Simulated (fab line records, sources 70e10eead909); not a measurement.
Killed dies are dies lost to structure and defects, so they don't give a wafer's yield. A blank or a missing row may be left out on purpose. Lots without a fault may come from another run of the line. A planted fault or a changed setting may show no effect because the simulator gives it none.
Chamber matching | flow nand_harc | NHARC_A_STAIRCASE_STRIP_476 on rie_diel-11: 4 sister chambers
The step strips in O2, time 20 s. 24 wafers are shown with their chamber, then 12 later ones without.

WAFERS WITH THEIR CHAMBER
wafer  | chamber | drypump_motor_current_A (A) | showerhead_plenum_p_Torr (Torr) | oes_product_au (a.u.)
L077.1 | 1       | 5.7                         | 3.63                            | 0.998
L077.2 | 0       | 6.1                         | 3.36                            | 1.016
L077.3 | 2       | 6.4                         | 3.41                            | 1.001
L077.4 | 1       | 5.7                         | 3.63                            | 0.999
L077.5 | 0       | 6.1                         | 3.36                            | 1.010
L077.6 | 2       | 6.4                         | 3.41                            | 1.002
L075.1 | 0       | 6.1                         | 3.36                            | 1.020
L075.3 | 1       | 5.7                         | 3.63                            | 1.007
L075.6 | 1       | 5.7                         | 3.63                            | 0.990
L079.3 | 0       | 6.1                         | 3.36                            | 1.004
L079.4 | 3       | 6.0                         | 3.46                            | 0.991
L079.5 | 0       | 6.1                         | 3.36                            | 1.006
L080.2 | 1       | 5.7                         | 3.62                            | 0.999
L080.5 | 2       | 6.5                         | 3.41                            | 1.006
L080.6 | 3       | 6.0                         | 3.46                            | 1.016
L083.2 | 1       | 5.7                         | 3.62                            | 0.988
L083.4 | 2       | 6.4                         | 3.41                            | 0.994
L083.6 | 2       | 6.4                         | 3.41                            | 1.004
L085.3 | 1       | 5.7                         | 3.61                            | 0.988
L085.5 | 0       | 6.1                         | 3.35                            | 1.006
L085.6 | 1       | 5.7                         | 3.61                            | 0.982
L090.1 | 0       | 6.1                         | 3.35                            | 1.009
L090.4 | 2       | 6.4                         | 3.40                            | 1.007
L090.5 | 1       | 5.7                         | 3.61                            | 0.997

SIGNATURES (means of the wafers above)
reading                  | chamber 0 | chamber 1 | chamber 2 | chamber 3 | scatter within a chamber
drypump_motor_current_A  | 6.100     | 5.700     | 6.417     | 6.000     | 0.0204
showerhead_plenum_p_Torr | 3.3571    | 3.6211    | 3.4083    | 3.4600    | 0.00676
oes_product_au           | 1.01014   | 0.99422   | 1.00233   | 1.00350   | 0.00742
Rule: a wafer's distance from a chamber is the root of the sum, over the readings, of the square of ((its reading less the chamber's mean) divided by the reading's scatter). The wafer belongs to the nearest chamber; if the next one is less than 2 further off, it can't be placed. The scatter: the root of (the sum of the squares of (reading less its chamber's mean) over the shown wafers, divided by (wafers less chambers)).

WAFERS WITHOUT THEIR CHAMBER
wafer  | drypump_motor_current_A (A) | showerhead_plenum_p_Torr (Torr) | oes_product_au (a.u.)
L089.1 | 5.7                         | 3.61                            | 0.987
L089.4 | 6.0                         | 3.45                            | 1.005
L089.5 | 6.0                         | 3.45                            | 1.000
L091.1 | 6.0                         | 3.45                            | 1.007
L091.3 | 6.4                         | 3.40                            | 1.016
L091.6 | 6.0                         | 3.45                            | 1.017
L095.1 | 6.1                         | 3.35                            | 0.995
L095.4 | 5.7                         | 3.61                            | 0.988
L095.5 | 5.6                         | 3.61                            | 0.997
L096.1 | 6.2                         | 3.34                            | 0.998
L096.2 | 6.0                         | 3.44                            | 0.991
L096.6 | 6.1                         | 3.34                            | 0.992

WHICH CHAMBER EACH WENT THROUGH
wafer  | from the rows above | in truth
L089.1 | 1                   | 1
L089.4 | 3                   | 3
L089.5 | 3                   | 3
L091.1 | 3                   | 3
L091.3 | 2                   | 2
L091.6 | 3                   | 3
L095.1 | 0                   | 0
L095.4 | 1                   | 1
L095.5 | 1                   | 1
L096.1 | 0                   | 0
L096.2 | 3                   | 3
L096.6 | 0                   | 0
Placed correctly: 12 of 12. Can't be placed from these rows: 0. Placed wrongly: 0.
